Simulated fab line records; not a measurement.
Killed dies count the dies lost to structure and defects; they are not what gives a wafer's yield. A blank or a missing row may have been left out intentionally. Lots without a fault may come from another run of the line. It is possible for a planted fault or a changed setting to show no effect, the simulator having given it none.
A struck lot beside a sound one	flow nand-harc	15 steps out of a route of 1302
Sound: wafers L331.2, L331.3, L331.5. Struck: wafers L345.1, L345.2, L345.4. The cause is given at the end.
Per side, at each step with rows, come the tool, then ch with its chambers, and then its first start. Under that, the readings that differ: sound wafers	struck wafers	difference of the means	sigmas: that difference in standard deviations of wafers without a fault.
alike: same words and numbers on both sides, and readings whose means sit less than 2 such deviations apart. not compared: any withheld reading, any reading some wafer has no value for, any bound like >300 that may hide the same value, and any number with overlapping values for which the record gives no deviation.
A row with sigmas, a row that says differs or no value, or rows on one side alone: a step with any of these is where the two part. Non-overlapping numbers with no deviation appear without sigmas and do not part them. A reading that every wafer of one side lacks parts them only if that side has two wafers or more.

NHARC_P_STI_DESCUM_14: chemistry O2, time 3 s.
  sound on rie-diel-09 ch 0,3, day 4 01:56; struck on rie-diel-06 ch 0,1,3, day 9 21:13
reading	sound	struck	difference	sigmas
rf-vpp-V (V)	56.6 57.6 57.4	58.2 60.1 59.1	+1.9	+2
  alike: drypump-motor-current-A, oes-product-au, showerhead-plenum-p-Torr, throttle-valve-pct
  not compared: rf-hours-counter-h
NHARC_P_STI_ETCH_42: etches the open film in N2/H2, target depth 80 nm, overetch 24 nm, time 61 s.
  sound on rie-diel-09 ch 2,3, day 4 02:01; struck on rie-diel-06 ch 0,1,3, day 9 21:18
  alike: drypump-motor-current-A, oes-product-au, rf-vpp-V, showerhead-plenum-p-Torr, throttle-valve-pct
  not compared: rf-hours-counter-h
NHARC_P_STI_ETCH_31: etches the open film in CF4/CHF3, target depth 108.9 nm, time 54.5 s.
  sound on rie-diel-09 ch 0,2; struck on rie-diel-06 ch 1,2,3
reading	sound	struck	difference	sigmas
showerhead-plenum-p-Torr (Torr)	1.65 1.63 1.63	1.53 1.56 1.55	-0.09	-2
  alike: drypump-motor-current-A, oes-product-au, rf-vpp-V, throttle-valve-pct
  not compared: rf-hours-counter-h
NHARC_P_STI_ETCH_15: etches the open film in HBr/Cl2, target depth 300 nm, time 100.1 s.
  sound on rie-si-05 ch 0,3, day 4 02:12; struck on rie-si-03 ch 1,2,3, day 9 21:29
  alike: drypump-motor-current-A, oes-product-au, throttle-valve-pct
  not compared: rf-hours-counter-h
NHARC_P_STI_CD_MEAS_16:
  sound on cd-sem-01 at day 4 02:22; struck on cd-sem-03 at day 9 21:38
reading	sound	struck	difference	sigmas
cd-nm (nm)	201.8 201.3 206.4	199.0 198.6 198.0	-4.6	-2
NHARC_P_STI_OCD_MEAS_17:
  sound on ocd-02 at day 4 02:27; struck on ocd-01 at day 9 21:44
  alike: trench-depth-nm, trench-foot-cd-nm
then, 3 steps without rows for these wafers: NHARC_P_STI_STRIP_19 (strips in SPM, time 900 s); NHARC_P_STI_PRECLEAN_32 (cleans in SC1); NHARC_P_STI_SRD_23.
NHARC_P_STI_OCD_MEAS_43:
  sound on ocd-01 at day 4 02:58; struck on ocd-02 at day 9 22:14
  alike: trench-depth-nm, trench-foot-cd-nm
then, 2 steps without rows for these wafers: NHARC_P_STI_OXIDE_33 (material SiO2, target thk 10 nm, ox time 281 s); NHARC_P_STI_HDPCVD_20 (deposits SiO2).
NHARC_P_STI_ANNEAL_34: time 1800 s.
  sound on furnace-08 ch 0, day 4 14:32; struck on furnace-06 ch 0, day 10 17:04
reading	sound	struck	difference	sigmas
run-length-s (s)	1824 1824 1824	1472 1472 1472	-352	-50
NHARC_P_STI_CMP_21: polishes, t overpolish 20 s, target thk 380.67 nm.
  sound on cmp-04 ch 0,2,3, day 4 19:31; struck on cmp-01 ch 1,2,3, day 10 21:57
  alike: motor-current-A, overpolish-run-s, slurry-flow-ml-min
-- record jumps: 21 days between struck wafers' starts before vs after; left off in module P_STI, resumes in module END, first step shown is number 1302 of the route --
NHARC_END_SORT_01:
  sound on prober-01 ch 0, day 25 08:55; struck on prober-02 ch 0, day 31 17:26
  alike: killed-at-array, killed-at-other, killed-at-periphery, killed-dies, killed-open, killed-short

WHERE THEY PART
At NHARC_P_STI_DESCUM_14 first; at NHARC_P_STI_ANNEAL_34 last (within this record only). Later steps at which nothing parts them and some readings are alike: NHARC_P_STI_CMP_21, NHARC_END_SORT_01.

WHY: the cause the simulator had injected
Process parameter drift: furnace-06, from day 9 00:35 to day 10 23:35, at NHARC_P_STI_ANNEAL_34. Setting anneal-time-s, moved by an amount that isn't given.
